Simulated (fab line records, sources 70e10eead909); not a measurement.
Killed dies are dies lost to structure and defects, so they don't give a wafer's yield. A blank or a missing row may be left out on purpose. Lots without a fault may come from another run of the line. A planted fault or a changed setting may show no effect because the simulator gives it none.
A struck lot beside a sound one | flow nand_harc | 14 steps out of a route of 1302
Sound: wafers L300.2, L300.3, L300.6. Struck: wafers L309.1, L309.5, L309.6. The cause comes at the end.
At each step with rows: each side's tool, then ch and its chambers, then its first start. Under that, the readings that differ: sound wafers | struck wafers | difference of the means | sigmas: that difference in standard deviations of wafers without a fault.
alike: readings whose means differ by less than 2 such deviations, and words and numbers that are the same on both sides. not compared: withheld readings, readings that some wafer has no value for, bounds like >300 that may hide the same value, and numbers for which the record gives no deviation and whose values overlap.
The two part at a step that has a row with sigmas, a row that says differs or no value, or rows on one side only. Numbers that don't overlap but have no deviation are shown without sigmas and don't part them. A reading that every wafer of one side lacks parts them only if that side has two wafers or more.

first, 3 steps without rows for these wafers: NHARC_P_M1_DESCUM_14 (chemistry O2, time 3 s); NHARC_P_M1_ETCH_35 (etches the open film in N2/H2, target depth 40 nm, overetch 12 nm, time 43.94 s); NHARC_P_M1_ETCH_15 (etches the open film in C4F8/Ar, target depth 182.5 nm, time 91.2 s).
NHARC_P_M1_CD_MEAS_16:
  sound on cd_sem-03, day 7 18:58; struck on cd_sem-02, day 11 10:53
  alike: cd_nm
NHARC_P_M1_STRIP_18: strips in N2/H2.
  sound on rie_diel-07 ch 0,1, day 7 19:02; struck on rie_diel-07 ch 2,3, day 11 10:59
  alike: chamber_pressure_mTorr, drypump_motor_current_A, oes_product_au, rf_vpp_V, showerhead_plenum_p_Torr, throttle_valve_pct
  not compared: rf_hours_counter_h
NHARC_P_M1_ETCH_28: etches the open film in CF4/N2, target depth 30 nm, time 72.99 s.
  sound on rie_diel-07 ch 0,3; struck on rie_diel-07 ch 1,2
  alike: chamber_pressure_mTorr, drypump_motor_current_A, oes_product_au, rf_vpp_V, showerhead_plenum_p_Torr, throttle_valve_pct
  not compared: rf_hours_counter_h
then, 1 step without rows for these wafers: NHARC_P_M1_STRIP_19 (strips in post etch residue remover, time 600 s).
NHARC_P_M1_DEGAS_29: time 60 s.
  sound on pvd_sputter-02, day 7 19:41; struck on pvd_sputter-01, day 11 11:37
  alike: heater_power_w
NHARC_P_M1_PRE_CLEAN_30: time 30 s.
  sound on pvd_sputter-02; struck on pvd_sputter-01
  alike: heater_power_w
then, 1 step without rows for these wafers: NHARC_P_M1_PVD_20 (deposits TaN, target thk 5 nm, time 8.06 s).
NHARC_P_M1_PVD_21: deposits Cu, target thk 30 nm, time 20.49 s.
  sound on pvd_sputter-02; struck on pvd_sputter-01
  alike: throttle_valve_pct
then, 1 step without rows for these wafers: NHARC_P_M1_ECD_22 (material Cu, target thk 400 nm).
NHARC_P_M1_ANNEAL_31: time 90 s.
  sound on rtp_anneal-01 ch 0, day 7 20:27; struck on rtp_anneal-01, day 11 12:29
  no value came back on the struck wafers for anneal_temp_c (C), anneal_temp_c_max, wafer_temp_C_max; on the sound wafers anneal_temp_c (C) reads 225.48 225.42 225.14
then, 1 step without rows for these wafers: NHARC_P_M1_CMP_23 (polishes, t overpolish 20 s, target thk 157.82 nm).

WHERE THEY PART
Only at NHARC_P_M1_ANNEAL_31, within this record.

WHY: what the simulator had put in
Skipped step whole: rtp_anneal-01, from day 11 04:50 on, at NHARC_P_M1_ANNEAL_31. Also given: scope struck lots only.
